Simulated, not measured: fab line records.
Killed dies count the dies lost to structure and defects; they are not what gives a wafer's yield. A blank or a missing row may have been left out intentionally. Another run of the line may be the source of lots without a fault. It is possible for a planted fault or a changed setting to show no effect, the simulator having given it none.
Split-lot trial | flow n5-finfet | route with 1938 steps; 7 lots, 21 wafers read

ON THE SPLIT
At N5_MIM_TOP_ALD_01 (deposits HfO2, target thk 5.6 nm, pulse time 1 s, purge time 3 s), the setting ald-cycles was moved away from the recipe's 62 on 5 of the 21 wafers read, by -11.3% to +16.1%. For the rest of the wafers, this setting stayed at what the recipe calls for.

The split's own step is where the reading is taken.

THE READING
HfO2_of_MIM_TOP_ALD_01.thk-nm (the simulator's own value, which no gauge read), in nm, at N5_MIM_TOP_ALD_01 (deposits HfO2, target thk 5.6 nm, pulse time 1 s, purge time 3 s). The file does not state a usual value for it.

wafer  | tool, chamber at the split | ald-cycles as run | against the recipe | HfO2_of_MIM_TOP_ALD_01.thk-nm, nm | against lot-mates on the recipe
L077.3 | ald-hk-02, 0,2             | 62                | recipe             | 5.6                               | -
L077.5 | ald-hk-02, 0,2             | 62                | recipe             | 5.6                               | -
L077.6 | ald-hk-02, 1               | 71                | +14.5%             | 6.4                               | +0.8
L081.3 | ald-hk-03, 1,2,0           | 62                | recipe             | 5.6                               | -
L081.4 | ald-hk-03, 1,2,0           | 62                | recipe             | 5.6                               | -
L081.5 | ald-hk-03, 1,2,0           | 62                | recipe             | 5.6                               | -
L084.1 | ald-hk-03, 2,1             | 62                | recipe             | 5.6                               | -
L084.3 | ald-hk-03, 2,1             | 62                | recipe             | 5.6                               | -
L084.2 | ald-hk-03, 0               | 67                | +8.1%              | 6                                 | +0.4
L085.2 | ald-hk-02, 2,1,1           | 62                | recipe             | 5.6                               | -
L085.3 | ald-hk-02, 2,1,1           | 62                | recipe             | 5.6                               | -
L085.5 | ald-hk-02, 2,1,1           | 62                | recipe             | 5.6                               | -
L091.1 | ald-hk-03, 2,0,1           | 62                | recipe             | 5.6                               | -
L091.4 | ald-hk-03, 2,0,1           | 62                | recipe             | 5.6                               | -
L091.6 | ald-hk-03, 2,0,1           | 62                | recipe             | 5.6                               | -
L089.1 | ald-hk-01, 3,2             | 72                | +16.1%             | 6.6                               | +1.0
L089.5 | ald-hk-01, 3,2             | 72                | +16.1%             | 6.6                               | +1.0
L089.4 | ald-hk-01, 1               | 62                | recipe             | 5.6                               | -
L094.2 | ald-hk-02, 2               | 55                | -11.3%             | 5                                 | -0.6
L094.4 | ald-hk-02, 3               | 62                | recipe             | 5.6                               | -
L094.6 | ald-hk-02, 3               | 62                | recipe             | 5.6                               | -
If several chambers appear in one row, that row covers several wafers at once and the file leaves open which wafer was in which chamber.

FIT RESULTS
A straight line over all 21 wafers: HfO2_of_MIM_TOP_ALD_01.thk-nm changes by +0.0582 nm for each +1% of ald-cycles; r = +1.00; the points scatter about the line by 0.03 nm.
The same after taking each lot's own level away (the mean of its wafers on the recipe; 21 wafers): +0.0582 nm for each +1%; r = +1.00; scatter 0.03 nm.
On that fit, the largest move of ald-cycles shifts the reading by 0.94 nm.
The lots' own levels span 5.60 to 5.60 nm.
So the lot-to-lot level changes the slope little: the two slopes agree.
Check: +0.918 nm against its lot-mates is what the line predicts for one of the wafers moved furthest among these (+16.1%) when that wafer is left out of the fit. Against them it came out at +1 nm.

OTHER SPLITS ON THESE WAFERS
These wafers also went through other splits before the reading. Each is held against what the fit with the lots' levels taken away leaves over:
other split on the same wafers    | wafers away from the commonest value | r with HfO2_of_MIM_TOP_ALD_01.thk-nm (lot level and that fit taken away)
N5_BEOL_M13_SPUTTER_43 time-s     | 8                                    | +0.35
N5_BEOL_M14_ILD_DEP_00 time-s     | 5                                    | +0.01
N5_BEOL_M15_TRENCH_ETCH_34 time-s | 8                                    | +0.21
N5_BEOL_M15_SPUTTER_45 power-w    | 6                                    | -0.02

FILE'S OWN FIT
HfO2_of_MIM_TOP_ALD_01.thk-nm changes by +0.0569 nm for each +1% of ald-cycles, r = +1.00.
